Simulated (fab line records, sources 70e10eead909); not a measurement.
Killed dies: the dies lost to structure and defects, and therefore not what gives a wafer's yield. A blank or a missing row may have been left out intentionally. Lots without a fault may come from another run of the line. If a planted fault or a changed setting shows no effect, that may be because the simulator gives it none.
fab line records	flow nand_harc
record lots=24	wafers=72	last_day=34
route steps=1302 shown A_CONTACT@1089 A_M0@1158 A_M1@1194 A_BONDPAD@1232
lots that met no fault: taken from a fault-free run of the same line
start_h: hours from the record's opening day to when the first of the lot's shown wafers began	wait_h: hours elapsed since this lot's preceding step	" identical to the entry in the row above	L1.1+2: a single row standing in for several wafers	- either no value or no given start	* or withheld: withheld	< > ~ a bound
route shown NAME@n: NAME is a module with steps in the file, n the number in the route of the first one	usual: mean and standard deviation over wafers with no fault	same: alike in all rows	chamber/n: place in a boat	sites: each site's reading	_std_site: the standard deviation of these	_edge_site: the outer-site mean with the inner-site mean subtracted	radius_mm: how far each site lies from the wafer's centre	mask NAME#n: copy n	behind: tool/chamber where the wafer was last shaped	hold: why the lot was held/for how many hours/how that ended	device: transistor that didn't switch, given as n, p or np	end of line: the tests these same wafers got at the end of their route	a step with no rows: only its recipe	killed: not the wafer's yield, but the dies lost to structure and defects at the first sort	map: the dies of a wafer, with x for killed, . for not killed, _ for no die there
set.NAME: the run value of the setting; set.NAME@STEP: its run value at that earlier step	model.NAME: the simulator's own value behind a step, which no gauge read
steps of the route over a sample of lots; a table a step, a row a wafer
services: from which hour (start_h, from the record's first day; less than 0 if before it) a tool's chamber was out of use, for how many hours, and why
## steps
# step NHARC_A_CONTACT_ETCH_137
# recipe source_w=withheld	pressure_mtorr=20	bias_v=1200	time_s=311	target_depth_a=19120	ar_flow_sccm=withheld	c4f8_flow_sccm=withheld	o2_flow_sccm=withheld	chemistry=C4F8/O2/Ar
lot.wafer	tool	chamber	start_h	wait_h	rf_hours_counter_h
L075.1	har_cap_etch-03	0	514.36	0.2	49
L075.4	"	0	"	"	-
L075.3	"	1	"	"	-
L074.1	har_cap_etch-02	1	520.10	0.2	88
L074.2	"	0	"	"	88
L074.5	"	0	"	"	-
L076.2	har_cap_etch-01	0	528.43	0.2	2
L076.5	"	1	"	"	-
L076.6	"	0	"	"	-
L078.4	har_cap_etch-03	0	542.70	0.2	-
L078.3	"	1	"	"	-
L078.6	"	0	"	"	-
L077.2	har_cap_etch-03	1	544.45	0.2	56
L077.1	"	0	"	"	56
L077.4	"	0	"	"	-
L080.1	har_cap_etch-01	0	563.05	0.2	8
L080.4	"	0	"	"	-
L080.6	"	1	"	"	-
L079.2	har_cap_etch-03	1	563.27	0.2	59
L079.1	"	0	"	"	59
L079.6	"	1	"	"	-
L081.1	har_cap_etch-01	1	574.20	0.2	9
L081.4	"	1	"	"	-
L081.6	"	0	"	"	-
L082.2	har_cap_etch-01	1	600.88	0.2	13
L082.1	"	0	"	"	13
L082.4	"	1	"	"	-
L083.2	har_cap_etch-02	1	613.74	0.2	106
L083.4	"	1	"	"	-
L083.5	"	0	"	"	-
L084.2	har_cap_etch-01	0	616.40	0.2	16
L084.3	"	0	"	"	-
L084.4	"	1	"	"	-
L086.2	har_cap_etch-03	1	619.22	0.2	68
L086.1	"	0	"	"	68
L086.4	"	1	"	"	-
L085.1	har_cap_etch-02	0	629.09	0.2	109
L085.6	"	1	"	"	-
L085.5	"	0	"	"	-
L088.1	har_cap_etch-03	1	649.26	0.2	74
L088.3	"	1	"	"	-
L088.4	"	0	"	"	-
L087.2	har_cap_etch-01	1	651.19	0.2	24
L087.4	"	1	"	"	-
L087.6	"	0	"	"	-
L089.3	har_cap_etch-02	0	654.82	0.2	-
L089.4	"	1	"	"	-
L089.5	"	1	"	"	-
L090.1	har_cap_etch-03	0	666.61	0.2	77
L090.4	"	0	"	"	-
L090.6	"	0	"	"	-
L091.3	har_cap_etch-01	0	674.95	0.2	-
L091.5	"	0	"	"	-
L091.6	"	1	"	"	-
L094.2	har_cap_etch-02	1	699.19	0.2	121
L094.5	"	1	"	"	-
L094.6	"	0	"	"	-
L092.1	har_cap_etch-02	1	702.62	0.2	123
L092.6	"	0	"	"	-
L092.5	"	1	"	"	-
L093.2	har_cap_etch-03	0	706.43	0.2	85
L093.3	"	1	"	"	-
L093.6	"	0	"	"	-
L096.1	har_cap_etch-03	0	719.31	0.2	86
L096.3	"	0	"	"	-
L096.6	"	1	"	"	-
L095.2	har_cap_etch-02	0	722.27	0.3	126
L095.3	"	0	"	"	-
L095.6	"	1	"	"	-
L097.2	har_cap_etch-03	1	753.75	0.2	89
L097.5	"	1	"	"	-
L097.6	"	0	"	"	-
# step NHARC_A_CONTACT_ETCH_139
# recipe source_w=withheld	pressure_mtorr=20	bias_v=400	time_s=195	target_depth_a=8400	ar_flow_sccm=withheld	c4f8_flow_sccm=11.5	o2_flow_sccm=7.2	chemistry=C4F8/O2/Ar
lot.wafer	tool	chamber	start_h	wait_h	rf_hours_counter_h
L075.1	har_cap_etch-03	0	514.90	0.2	49
L075.4	"	0	"	"	-
L075.3	"	1	"	"	-
L074.1	har_cap_etch-02	1	520.64	0.2	89
L074.2	"	0	"	"	89
L074.5	"	0	"	"	-
L076.2	har_cap_etch-01	0	528.97	0.2	3
L076.5	"	1	"	"	-
L076.6	"	0	"	"	-
L078.4	har_cap_etch-03	0	543.24	0.2	-
L078.3	"	1	"	"	-
L078.6	"	0	"	"	-
L077.2	har_cap_etch-03	1	545.00	0.2	56
L077.1	"	0	"	"	56
L077.4	"	0	"	"	-
L080.1	har_cap_etch-01	0	563.59	0.2	8
L080.4	"	0	"	"	-
L080.6	"	1	"	"	-
L079.2	har_cap_etch-03	1	563.81	0.2	59
L079.1	"	0	"	"	59
L079.6	"	1	"	"	-
L081.1	har_cap_etch-01	1	574.74	0.2	10
L081.4	"	1	"	"	-
L081.6	"	0	"	"	-
L082.2	har_cap_etch-01	1	601.42	0.2	13
L082.1	"	0	"	"	13
L082.4	"	1	"	"	-
L083.2	har_cap_etch-02	1	614.28	0.2	106
L083.4	"	1	"	"	-
L083.5	"	0	"	"	-
L084.2	har_cap_etch-01	0	616.95	0.2	17
L084.3	"	0	"	"	-
L084.4	"	1	"	"	-
L086.2	har_cap_etch-03	1	619.76	0.2	69
L086.1	"	0	"	"	69
L086.4	"	1	"	"	-
L085.1	har_cap_etch-02	0	629.63	0.2	109
L085.6	"	1	"	"	-
L085.5	"	0	"	"	-
L088.1	har_cap_etch-03	1	649.81	0.2	74
L088.3	"	1	"	"	-
L088.4	"	0	"	"	-
L087.2	har_cap_etch-01	1	651.73	0.2	25
L087.4	"	1	"	"	-
L087.6	"	0	"	"	-
L089.3	har_cap_etch-02	0	655.37	0.2	-
L089.4	"	1	"	"	-
L089.5	"	1	"	"	-
L090.1	har_cap_etch-03	0	667.16	0.2	78
L090.4	"	0	"	"	-
L090.6	"	0	"	"	-
L091.3	har_cap_etch-01	0	675.50	0.2	-
L091.5	"	0	"	"	-
L091.6	"	1	"	"	-
L094.2	har_cap_etch-02	1	699.73	0.2	122
L094.5	"	1	"	"	-
L094.6	"	0	"	"	-
L092.1	har_cap_etch-02	1	703.16	0.2	123
L092.6	"	0	"	"	-
L092.5	"	1	"	"	-
L093.2	har_cap_etch-03	0	706.97	0.2	85
L093.3	"	1	"	"	-
L093.6	"	0	"	"	-
L096.1	har_cap_etch-03	0	719.86	0.2	87
L096.3	"	0	"	"	-
L096.6	"	1	"	"	-
L095.2	har_cap_etch-02	0	722.89	0.2	126
L095.3	"	0	"	"	-
L095.6	"	1	"	"	-
L097.2	har_cap_etch-03	1	754.30	0.2	90
L097.5	"	1	"	"	-
L097.6	"	0	"	"	-
# step NHARC_A_M0_PVD_20
# recipe target_thk_a=50	bias_v=168.6	power_w=15000	chamber_pressure_pa=0.12	time_s=8.06	substrate_temp_c=50	material=TaN
# usual substrate_temp_c=49.99/0.1	throttle_valve_pct=29.3/1
lot.wafer	tool	chamber	start_h	wait_h	substrate_temp_c	throttle_valve_pct
L075.3	pvd_sputter-01	-	-	-	49.95	28.2
L075.1	"	-	"	"	50.07	29.5
L075.4	"	-	"	"	50.04	30.4
L074.2	pvd_sputter-02	-	-	-	49.92	28.8
L074.1	"	-	"	"	50.10	30.6
L074.5	"	-	"	"	50.02	28.5
L076.2	pvd_sputter-02	-	-	-	49.99	29.6
L076.6	"	-	"	"	49.81	30.7
L076.5	"	-	"	"	49.91	28.6
L078.4	pvd_sputter-01	-	-	-	49.86	27.5
L078.3	"	-	"	"	49.92	29.8
L078.6	"	-	"	"	49.97	28.2
L077.1	pvd_sputter-01	-	-	-	50.20	29.6
L077.2	"	-	"	"	49.95	28.2
L077.4	"	-	"	"	50.00	27.5
L080.4	pvd_sputter-03	-	-	-	50.02	30.2
L080.1	"	-	"	"	50.18	30.5
L080.6	"	-	"	"	49.84	30.5
L079.2	pvd_sputter-02	-	-	-	49.77	28.9
L079.1	"	-	"	"	49.90	28.6
L079.6	"	-	"	"	49.92	28.6
L081.4	pvd_sputter-03	-	-	-	50.07	29.5
L081.1	"	-	"	"	49.84	30.5
L081.6	"	-	"	"	50.00	29.4
L082.1	pvd_sputter-02	-	-	-	49.92	28.4
L082.4	"	-	"	"	50.03	30.4
L082.2	"	-	"	"	50.16	28.5
L083.4	pvd_sputter-03	-	-	-	49.97	30.3
L083.2	"	-	"	"	49.87	30.4
L083.5	"	-	"	"	50.00	29.6
L084.2	pvd_sputter-01	-	-	-	49.95	27.4
L084.4	"	-	"	"	49.94	29.1
L084.3	"	-	"	"	49.90	30.5
L086.1	pvd_sputter-02	-	-	-	50.01	30.4
L086.2	"	-	"	"	49.78	28.4
L086.4	"	-	"	"	50.01	28.6
L085.1	pvd_sputter-01	-	-	-	50.03	27.8
L085.5	"	-	"	"	49.99	29.3
L085.6	"	-	"	"	50.11	30.7
L088.1	pvd_sputter-01	-	-	-	49.99	27.6
L088.3	"	-	"	"	50.01	29.0
L088.4	"	-	"	"	50.01	27.9
L087.2	pvd_sputter-02	-	-	-	50.09	28.6
L087.4	"	-	"	"	49.83	28.2
L087.6	"	-	"	"	49.96	30.1
L089.3	pvd_sputter-03	-	-	-	50.04	29.4
L089.4	"	-	"	"	50.16	29.5
L089.5	"	-	"	"	50.10	30.2
L090.4	pvd_sputter-01	-	-	-	49.96	27.9
L090.1	"	-	"	"	50.02	27.9
L090.6	"	-	"	"	49.99	29.4
L091.3	pvd_sputter-03	-	-	-	50.08	29.7
L091.6	"	-	"	"	50.19	30.4
L091.5	"	-	"	"	49.96	30.5
L094.2	pvd_sputter-01	-	-	-	50.01	28.1
L094.6	"	-	"	"	50.04	28.0
L094.5	"	-	"	"	49.99	28.8
L092.1	pvd_sputter-01	-	-	-	50.05	27.6
L092.5	"	-	"	"	49.88	29.5
L092.6	"	-	"	"	50.09	30.4
L093.2	pvd_sputter-01	-	-	-	49.91	30.3
L093.3	"	-	"	"	50.16	27.5
L093.6	"	-	"	"	49.88	29.3
L096.3	pvd_sputter-01	-	-	-	50.06	30.5
L096.1	"	-	"	"	49.86	29.0
L096.6	"	-	"	"	50.17	30.6
L095.2	pvd_sputter-01	-	-	-	50.15	29.2
L095.3	"	-	"	"	49.95	30.6
L095.6	"	-	"	"	49.95	29.2
L097.2	pvd_sputter-03	-	-	-	49.74	29.1
L097.6	"	-	"	"	50.09	30.3
L097.5	"	-	"	"	49.77	29.5
# step NHARC_A_M1_ANNEAL_31
# recipe temp_c=225	time_s=90
# usual wafer_temp_C_max=226.1/0.31
lot.wafer	tool	chamber	start_h	wait_h	wafer_temp_C_max
L075.1	rtp_anneal-01	0	528.72	-	226.4
L075.3	"	0	"	"	226.4
L075.4	"	0	"	"	226.2
L074.1	rtp_anneal-01	0	534.99	0.3	226.1
L074.2	"	0	"	"	226.1
L074.5	"	0	"	"	226.3
L076.2	rtp_anneal-02	0	543.31	0.3	225.8
L076.5	"	0	"	"	226.1
L076.6	"	0	"	"	225.8
L078.3	rtp_anneal-01	0	557.17	-	226.1
L078.4	"	0	"	"	226.3
L078.6	"	0	"	"	226.5
L077.1	rtp_anneal-01	0	559.03	0.3	226.1
L077.2	"	0	"	"	226.2
L077.4	"	0	"	"	226.7
L080.1	rtp_anneal-01	0	577.61	-	226.3
L080.4	"	0	"	"	226.1
L080.6	"	0	"	"	226.7
L079.1	rtp_anneal-02	0	578.69	-	226.1
L079.2	"	0	"	"	225.8
L079.6	"	0	"	"	225.9
L081.1	rtp_anneal-01	0	588.60	0.3	225.6
L081.4	"	0	"	"	226.1
L081.6	"	0	"	"	225.9
L082.1	rtp_anneal-01	0	614.93	-	226.0
L082.2	"	0	"	"	226.2
L082.4	"	0	"	"	226.7
L083.2	rtp_anneal-02	0	628.24	-	225.5
L083.4	"	0	"	"	226.3
L083.5	"	0	"	"	225.8
L084.2	rtp_anneal-01	0	631.56	-	226.1
L084.3	"	0	"	"	226.3
L084.4	"	0	"	"	226.0
L086.1	rtp_anneal-01	0	633.86	-	226.2
L086.2	"	0	"	"	226.7
L086.4	"	0	"	"	226.1
L085.1	rtp_anneal-02	0	643.46	0.3	225.7
L085.5	"	0	"	"	225.5
L085.6	"	0	"	"	225.7
L088.1	rtp_anneal-01	0	663.41	0.3	226.0
L088.3	"	0	"	"	225.9
L088.4	"	0	"	"	226.5
L087.2	rtp_anneal-02	0	665.40	0.4	226.1
L087.4	"	0	"	"	225.8
L087.6	"	0	"	"	226.2
L089.3	rtp_anneal-01	0	669.39	-	226.4
L089.4	"	0	"	"	226.3
L089.5	"	0	"	"	226.9
L090.1	rtp_anneal-01	0	680.89	0.3	226.3
L090.4	"	0	"	"	226.3
L090.6	"	0	"	"	226.3
L091.3	rtp_anneal-01	0	689.32	-	226.0
L091.5	"	0	"	"	225.9
L091.6	"	0	"	"	226.1
L094.2	rtp_anneal-02	0	713.41	0.3	226.2
L094.5	"	0	"	"	225.9
L094.6	"	0	"	"	226.0
L092.1	rtp_anneal-02	0	717.09	-	225.9
L092.5	"	0	"	"	226.0
L092.6	"	0	"	"	226.4
L093.2	rtp_anneal-01	0	721.04	0.3	225.9
L093.3	"	0	"	"	226.4
L093.6	"	0	"	"	226.3
L096.1	rtp_anneal-02	0	733.99	-	225.8
L096.3	"	0	"	"	225.7
L096.6	"	0	"	"	225.8
L095.2	rtp_anneal-01	0	736.98	-	226.2
L095.3	"	0	"	"	226.3
L095.6	"	0	"	"	226.2
L097.2	rtp_anneal-02	0	768.23	-	225.7
L097.5	"	0	"	"	225.4
L097.6	"	0	"	"	225.4
# step NHARC_A_BONDPAD_THK_MEAS_20
# recipe thk_meas_gauge=xrf
# usual thk_nm=169.5/1.5
lot.wafer	tool	chamber	start_h	wait_h	thk_nm
L075.1	film_metro-02	-	534.04	-	168.2
L075.3	"	-	"	"	167.2
L075.4	"	-	"	"	170.3
L074.1	film_metro-02	-	540.44	-	168.5
L074.2	"	-	"	"	171.6
L074.5	"	-	"	"	167.7
L076.2	film_metro-02	-	548.63	-	166.9
L076.5	"	-	"	"	172.4
L076.6	"	-	"	"	167.3
L078.3	film_metro-01	-	562.22	-	169.5
L078.4	"	-	"	"	167.9
L078.6	"	-	"	"	167.3
L077.1	film_metro-01	-	564.41	-	170.5
L077.2	"	-	"	"	171.1
L077.4	"	-	"	"	171.6
L080.1	film_metro-02	-	582.82	-	169.0
L080.4	"	-	"	"	169.6
L080.6	"	-	"	"	169.4
L079.1	film_metro-01	-	583.93	-	169.7
L079.2	"	-	"	"	168.5
L079.6	"	-	"	"	169.1
L081.1	film_metro-01	-	593.92	-	169.0
L081.4	"	-	"	"	170.8
L081.6	"	-	"	"	172.3
L082.1	film_metro-01	-	620.38	-	170.5
L082.2	"	-	"	"	171.7
L082.4	"	-	"	"	169.5
L083.2	film_metro-02	-	633.48	-	168.9
L083.4	"	-	"	"	171.0
L083.5	"	-	"	"	170.7
L084.2	film_metro-02	-	637.38	-	170.6
L084.3	"	-	"	"	171.0
L084.4	"	-	"	"	167.7
L086.1	film_metro-02	-	639.35	-	170.1
L086.2	"	-	"	"	169.1
L086.4	"	-	"	"	170.6
L085.1	film_metro-02	-	648.80	-	168.5
L085.5	"	-	"	"	168.3
L085.6	"	-	"	"	168.9
L088.1	film_metro-01	-	668.75	-	171.2
L088.3	"	-	"	"	170.2
L088.4	"	-	"	"	171.5
L087.2	film_metro-01	-	670.69	-	167.0
L087.4	"	-	"	"	168.2
L087.6	"	-	"	"	171.5
L089.3	film_metro-01	-	674.65	-	171.1
L089.4	"	-	"	"	170.1
L089.5	"	-	"	"	170.0
L090.1	film_metro-02	-	686.26	-	169.2
L090.4	"	-	"	"	171.2
L090.6	"	-	"	"	167.6
L091.3	film_metro-02	-	694.58	-	170.4
L091.5	"	-	"	"	169.3
L091.6	"	-	"	"	169.9
L094.2	film_metro-01	-	718.60	-	169.0
L094.5	"	-	"	"	169.3
L094.6	"	-	"	"	167.6
L092.1	film_metro-01	-	722.78	-	169.4
L092.5	"	-	"	"	168.3
L092.6	"	-	"	"	168.3
L093.2	film_metro-01	-	726.30	-	170.6
L093.3	"	-	"	"	166.3
L093.6	"	-	"	"	166.8
L096.1	film_metro-01	-	739.21	-	168.4
L096.3	"	-	"	"	167.7
L096.6	"	-	"	"	167.4
L095.2	film_metro-01	-	742.19	-	167.1
L095.3	"	-	"	"	170.6
L095.6	"	-	"	"	168.2
L097.2	film_metro-02	-	773.38	-	170.3
L097.5	"	-	"	"	169.7
L097.6	"	-	"	"	168.8
# step NHARC_A_BONDPAD_INSPECT_23
# usual raw_defect_count=537/110
lot.wafer	tool	chamber	start_h	wait_h	raw_defect_count
L075.1	defect_inspect-01	-	534.30	0.0	548
L075.3	"	-	"	"	669
L075.4	"	-	"	"	463
L074.1	defect_inspect-02	-	540.70	0.0	584
L074.2	"	-	"	"	546
L074.5	"	-	"	"	445
L076.2	defect_inspect-01	-	548.83	0.0	369
L076.5	"	-	"	"	409
L076.6	"	-	"	"	465
L078.3	defect_inspect-02	-	562.43	0.0	583
L078.4	"	-	"	"	884
L078.6	"	-	"	"	538
L077.1	defect_inspect-01	-	564.61	0.0	410
L077.2	"	-	"	"	574
L077.4	"	-	"	"	482
L080.1	defect_inspect-01	-	583.05	0.0	503
L080.4	"	-	"	"	501
L080.6	"	-	"	"	435
L079.1	defect_inspect-02	-	584.14	0.0	539
L079.2	"	-	"	"	617
L079.6	"	-	"	"	458
L081.1	defect_inspect-01	-	594.14	0.0	694
L081.4	"	-	"	"	588
L081.6	"	-	"	"	703
L082.1	defect_inspect-02	-	620.58	0.0	764
L082.2	"	-	"	"	472
L082.4	"	-	"	"	681
L083.2	defect_inspect-02	-	633.69	0.0	465
L083.4	"	-	"	"	455
L083.5	"	-	"	"	563
L084.2	defect_inspect-01	-	637.60	0.0	572
L084.3	"	-	"	"	444
L084.4	"	-	"	"	512
L086.1	defect_inspect-02	-	639.55	0.0	381
L086.2	"	-	"	"	442
L086.4	"	-	"	"	604
L085.1	defect_inspect-01	-	649.03	0.0	561
L085.5	"	-	"	"	497
L085.6	"	-	"	"	495
L088.1	defect_inspect-02	-	668.98	0.0	398
L088.3	"	-	"	"	396
L088.4	"	-	"	"	644
L087.2	defect_inspect-02	-	670.92	0.0	513
L087.4	"	-	"	"	515
L087.6	"	-	"	"	414
L089.3	defect_inspect-01	-	674.88	0.0	764
L089.4	"	-	"	"	573
L089.5	"	-	"	"	502
L090.1	defect_inspect-02	-	686.52	0.0	633
L090.4	"	-	"	"	584
L090.6	"	-	"	"	469
L091.3	defect_inspect-01	-	694.78	0.0	447
L091.5	"	-	"	"	508
L091.6	"	-	"	"	589
L094.2	defect_inspect-01	-	718.81	0.0	470
L094.5	"	-	"	"	454
L094.6	"	-	"	"	808
L092.1	defect_inspect-02	-	722.98	0.0	584
L092.5	"	-	"	"	554
L092.6	"	-	"	"	609
L093.2	defect_inspect-01	-	726.53	0.0	439
L093.3	"	-	"	"	506
L093.6	"	-	"	"	543
L096.1	defect_inspect-01	-	739.43	0.0	507
L096.3	"	-	"	"	737
L096.6	"	-	"	"	752
L095.2	defect_inspect-01	-	742.43	0.0	470
L095.3	"	-	"	"	450
L095.6	"	-	"	"	528
L097.2	defect_inspect-02	-	773.59	0.0	530
L097.5	"	-	"	"	501
L097.6	"	-	"	"	492
## services
tool	chamber	start_h	hours	kind
har_cap_etch-01	-	497.00	17.0	pm
har_cap_etch-01	0	497.00	17.0	vent_cycle
har_cap_etch-01	1	497.00	17.0	vent_cycle
har_cap_etch-01	0	514.00	-	clean
har_cap_etch-01	1	514.00	-	clean
pvd_sputter-03	-	526.86	10.0	pm
pvd_sputter-01	-	582.00	10.0	pm
pvd_sputter-02	-	638.00	10.0	pm
pvd_sputter-03	-	640.70	7.9	repair
pvd_sputter-02	-	663.71	21.8	repair
pvd_sputter-03	-	704.86	10.0	pm
pvd_sputter-03	-	732.50	1.7	repair
rtp_anneal-02	-	744.00	12.0	pm
pvd_sputter-01	-	746.98	3.4	repair
pvd_sputter-03	-	752.93	2.7	repair
har_cap_etch-02	-	754.47	17.0	pm
har_cap_etch-02	0	754.47	17.0	vent_cycle
har_cap_etch-02	1	754.47	17.0	vent_cycle
pvd_sputter-01	-	760.00	10.0	pm
## key
fault none
